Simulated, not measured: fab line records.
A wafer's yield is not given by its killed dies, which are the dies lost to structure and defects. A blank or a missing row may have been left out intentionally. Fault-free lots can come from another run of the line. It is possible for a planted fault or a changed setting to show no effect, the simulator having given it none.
Which tool is to blame? :: flow nand-harc :: Sampling: 9 lots, 27 wafers, 5 of 1302 route steps

== WHAT THE GAUGES READ, wafer by wafer ==
NHARC_A_CHANNEL_HOLE_D1_CD_MEAS_30.
lot: L303
measured: day 9 13:18
on: cd-sem-03
cd-nm (nm): 89.8 90.1 89.9

lot: L309
measured: day 11 03:06
on: cd-sem-01
cd-nm (nm): 0.4 0.2 0.5

lot: L308
measured: day 11 08:27
on: cd-sem-03
cd-nm (nm): 0.4 0.3 0.0

lot: L316
measured: day 14 16:35
on: cd-sem-02
cd-nm (nm): 88.3 89.3 88.6

lot: L319
measured: day 15 12:55
on: cd-sem-01
cd-nm (nm): 90.5 90.3 91.6

lot: L322
measured: day 16 16:30
on: cd-sem-01
cd-nm (nm): 90.5 91.7 89.2

lot: L324
measured: day 17 14:28
on: cd-sem-03
cd-nm (nm): 89.5 89.0 89.7

lot: L325
measured: day 17 18:40
on: cd-sem-03
cd-nm (nm): 89.5 88.6 89.0

lot: L326
measured: day 18 13:27
on: cd-sem-03
cd-nm (nm): 90.2 89.6 89.1

== WHAT TOOL EACH LOT RAN ON (gives the tool, then ch and the chambers of the sampled wafers, and finally the start) ==
lot: L303
NHARC_A_CHANNEL_HOLE_D1_ETCH_38: rie-diel-01 ch 0,2, day 9 06:38
NHARC_A_CHANNEL_HOLE_D1_ETCH_23: har-etch-01 ch 0,1, day 9 09:17
NHARC_A_CHANNEL_HOLE_D1_ETCH_26: har-etch-01 ch 0,1, day 9 11:33
NHARC_A_CHANNEL_HOLE_D1_ETCH_33: har-etch-01 ch 0,1, day 9 11:44

lot: L309
NHARC_A_CHANNEL_HOLE_D1_ETCH_38: rie-diel-01 ch 2,3, day 10 19:29
NHARC_A_CHANNEL_HOLE_D1_ETCH_23: har-etch-01 ch 0,1, day 10 23:13
NHARC_A_CHANNEL_HOLE_D1_ETCH_26: har-etch-01 ch 0,1, day 11 01:25
NHARC_A_CHANNEL_HOLE_D1_ETCH_33: har-etch-01 ch 0,1, day 11 01:36

lot: L308
NHARC_A_CHANNEL_HOLE_D1_ETCH_38: rie-diel-07 ch 1,2,3, day 10 19:44
NHARC_A_CHANNEL_HOLE_D1_ETCH_23: har-etch-02 ch 1, day 11 01:39
NHARC_A_CHANNEL_HOLE_D1_ETCH_26: har-etch-02 ch 1, day 11 06:19
NHARC_A_CHANNEL_HOLE_D1_ETCH_33: har-etch-02 ch 1, day 11 06:43

lot: L316
NHARC_A_CHANNEL_HOLE_D1_ETCH_38: rie-diel-07 ch 0,3, day 14 09:49
NHARC_A_CHANNEL_HOLE_D1_ETCH_23: har-etch-01 ch 0,1, day 14 12:36
NHARC_A_CHANNEL_HOLE_D1_ETCH_26: har-etch-01 ch 0,1, day 14 14:52
NHARC_A_CHANNEL_HOLE_D1_ETCH_33: har-etch-01 ch 0,1, day 14 15:04

lot: L319
NHARC_A_CHANNEL_HOLE_D1_ETCH_38: rie-diel-01 ch 1,2,3, day 15 05:42
NHARC_A_CHANNEL_HOLE_D1_ETCH_23: har-etch-01 ch 0,1, day 15 08:50
NHARC_A_CHANNEL_HOLE_D1_ETCH_26: har-etch-01 ch 0,1, day 15 11:11
NHARC_A_CHANNEL_HOLE_D1_ETCH_33: har-etch-01 ch 0,1, day 15 11:23

lot: L322
NHARC_A_CHANNEL_HOLE_D1_ETCH_38: rie-diel-01 ch 0,1,2, day 16 09:53
NHARC_A_CHANNEL_HOLE_D1_ETCH_23: har-etch-01 ch 0,1, day 16 12:25
NHARC_A_CHANNEL_HOLE_D1_ETCH_26: har-etch-01 ch 0,1, day 16 14:46
NHARC_A_CHANNEL_HOLE_D1_ETCH_33: har-etch-01 ch 0,1, day 16 14:58

lot: L324
NHARC_A_CHANNEL_HOLE_D1_ETCH_38: rie-diel-07 ch 2,3, day 16 21:45
NHARC_A_CHANNEL_HOLE_D1_ETCH_23: har-etch-01 ch 0,1, day 17 10:29
NHARC_A_CHANNEL_HOLE_D1_ETCH_26: har-etch-01 ch 0,1, day 17 12:46
NHARC_A_CHANNEL_HOLE_D1_ETCH_33: har-etch-01 ch 0,1, day 17 12:58

lot: L325
NHARC_A_CHANNEL_HOLE_D1_ETCH_38: rie-diel-01 ch 2,3, day 17 06:55
NHARC_A_CHANNEL_HOLE_D1_ETCH_23: har-etch-01 ch 0,1, day 17 14:40
NHARC_A_CHANNEL_HOLE_D1_ETCH_26: har-etch-01 ch 0,1, day 17 16:55
NHARC_A_CHANNEL_HOLE_D1_ETCH_33: har-etch-01 ch 0,1, day 17 17:06

lot: L326
NHARC_A_CHANNEL_HOLE_D1_ETCH_38: rie-diel-07 ch 2,3, day 18 06:25
NHARC_A_CHANNEL_HOLE_D1_ETCH_23: har-etch-02 ch 0, day 18 09:28
NHARC_A_CHANNEL_HOLE_D1_ETCH_26: har-etch-02 ch 0, day 18 11:44
NHARC_A_CHANNEL_HOLE_D1_ETCH_33: har-etch-02 ch 0, day 18 11:56
- NHARC_A_CHANNEL_HOLE_D1_ETCH_38: etches the open film in CF4, target depth 39 nm, time 65 s.
- NHARC_A_CHANNEL_HOLE_D1_ETCH_23: etches the open film in C4F8/O2/Ar, time 819 s, target depth 1600 nm.
- NHARC_A_CHANNEL_HOLE_D1_ETCH_26: etches the open film in C4F8/O2/Ar, time 224.1 s, target depth 300 nm.
- NHARC_A_CHANNEL_HOLE_D1_ETCH_33: etches the open film in C4F8/O2/Ar, time 90 s, target depth 400 nm.

== THE ANSWER, worked out from the rows above alone ==
Rule: what is usual is taken from the lots themselves. The widest of any qualifying gaps counts: lots, ordered by their means at a reading, are off when they make up no more than a third of the lots, leave a main group of 4 or more, and stand apart from it by 3 or more times the standard deviation of that group's means. Not used: any main group whose means are identical at the precision the tables above print for the reading. Also off: a lot with no number at a reading for which 4 or more lots have one. The other lots that the step has rows for count as sound.
Off at NHARC_A_CHANNEL_HOLE_D1_CD_MEAS_30 (cd-nm): L309, L308. For the main group the mean is 89.7 nm and the standard deviation 0.69.
If a tool, at a process step before that reading, ran all the lots that are off and no sound lot after the first of them, it fits. Those tools and the gauges at NHARC_A_CHANNEL_HOLE_D1_CD_MEAS_30 are tried in the same way. None of those tried fits.

== WHAT HAD BEEN PUT IN BY THE SIMULATOR ==
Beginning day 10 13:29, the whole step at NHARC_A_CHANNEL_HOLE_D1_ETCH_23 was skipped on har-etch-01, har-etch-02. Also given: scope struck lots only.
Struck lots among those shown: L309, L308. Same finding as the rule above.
